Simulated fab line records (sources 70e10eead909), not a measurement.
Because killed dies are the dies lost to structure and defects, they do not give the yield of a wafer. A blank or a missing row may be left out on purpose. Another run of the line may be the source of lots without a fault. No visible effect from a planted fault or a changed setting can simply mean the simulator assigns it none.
Problem report, 8D (eight disciplines) form, completed by code :: flow nand_harc :: the parts of the form that need people (team, actions taken, sign-off) are left out

1. WHAT IS WRONG
NHARC_A_ZERO_WELL_INSPECT_17, raw_defect_count: mean 336 over 1 wafer from 1 lot; wafers with no fault: 11, standard deviation 6.6. That is +49 standard deviations from the usual mean.
First observed at day 10 18:31: wafer L534.4, on defect_inspect-01. At this step, 39 wafers from 13 lots have a number in the record. Rule for "out" (also "out of limits"): further than 4 standard deviations from the usual mean. The other wafers with a number count as sound.

2. WHAT IT IS AND WHAT IT IS NOT
question: which readings at this step
is: raw_defect_count
is not: -

question: which lots
is: L534
is not: L525, L526, L527, L528, L529, L535, L541, L542, L544, L545, L547, L548

question: which wafers of those lots
is: L534.4
is not: L534.1, L534.6

question: read on which gauges
is: defect_inspect-01
is not: defect_inspect-02

question: when
is: from day 10 18:31
is not: up to then (17 sound wafers); but 21 sound wafers of L535, L541, L542, L544, L545, L547, L548 came after

3. SUSPECTS, AND WHAT RULES EACH OUT
Counting: any tool at a process step up to the reading remains a suspect provided it ran every lot that is out. Sound lots after the first of them don't rule it out here, since some wafers of a struck lot are sound.
- the gauge at NHARC_A_ZERO_WELL_INSPECT_17: ruled out. All the wafers that are out were read on defect_inspect-01, but those of them that NHARC_A_SOURCE_PLATE_INSPECT_08 has rows for are out there too, on other tools.
- pvd_sputter-03 at NHARC_P_BONDPAD_DEGAS_25 (time 60 s): kept. It ran the lot that is out, L534 (day 10 14:04).
- pvd_sputter-03 at NHARC_P_BONDPAD_PRE_CLEAN_26 (time 30 s): kept. It ran the lot that is out, L534 (day 10 17:32). NHARC_P_BONDPAD_PRE_CLEAN_26: start missing for some lots; hours and lot order therefore follow NHARC_A_ZERO_WELL_STRIP_14.
- pvd_sputter-03 at NHARC_P_BONDPAD_PVD_17 (deposits TaN, target thk 5 nm, time 8.06 s): kept. It ran the lot that is out, L534 (day 10 17:32). NHARC_P_BONDPAD_PVD_17: start missing for some lots; hours and lot order therefore follow NHARC_A_ZERO_WELL_STRIP_14.
- wet_bench-03 at NHARC_A_ZERO_WELL_STRIP_14 (strips in SPM, time 900 s): kept. It processed L534, the lot that is out, at day 10 17:32, and its most recent sound lot before then was L529 at day 8 13:47.
Left after counting: pvd_sputter-03 at NHARC_P_BONDPAD_DEGAS_25, pvd_sputter-03 at NHARC_P_BONDPAD_PRE_CLEAN_26, pvd_sputter-03 at NHARC_P_BONDPAD_PVD_17, wet_bench-03 at NHARC_A_ZERO_WELL_STRIP_14.

4. THE CAUSE (what the simulator had put in)
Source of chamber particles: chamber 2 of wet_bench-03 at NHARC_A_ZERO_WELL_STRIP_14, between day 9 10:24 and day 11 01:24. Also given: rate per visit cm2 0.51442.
4 suspects survive the count, and this tool is in that group.

5. SEQUENCE OF EFFECTS, ordered by route
Each row: a reading whose mean over the struck wafers that have a number lies more than 3 standard deviations from the usual. Scope: only readings with a usual standard deviation given in the record; hours: median across lots of the time from each lot's start at the first step in this table that gives one to its start at this step; sigmas: change in usual standard deviations.
hours: 0
step: NHARC_A_ZERO_WELL_INSPECT_17
reading: raw_defect_count
usual: 11
on struck wafers: 336
change: +325
sigmas: +49

hours: 20
step: NHARC_A_SOURCE_PLATE_INSPECT_08
reading: raw_defect_count
usual: 62
on struck wafers: 393
change: +331
sigmas: +13

hours: 425
step: NHARC_END_SORT_01
reading: killed_at_array
usual: 58
on struck wafers: 117
change: +59
sigmas: +3.5

hours: 425
step: NHARC_END_SORT_01
reading: killed_dies
usual: 62
on struck wafers: 119
change: +57
sigmas: +3.4

6. HOW IT WOULD HAVE BEEN CAUGHT EARLIER
In this record the first reading out of limits at a measuring or inspecting step was taken at day 10 18:31, 32 hours after the fault began at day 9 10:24.
By day 10 18:31, every lot that is out (1) had started NHARC_A_ZERO_WELL_STRIP_14 on wet_bench-03. Had the tool been put on hold then, not one of them would have been saved.
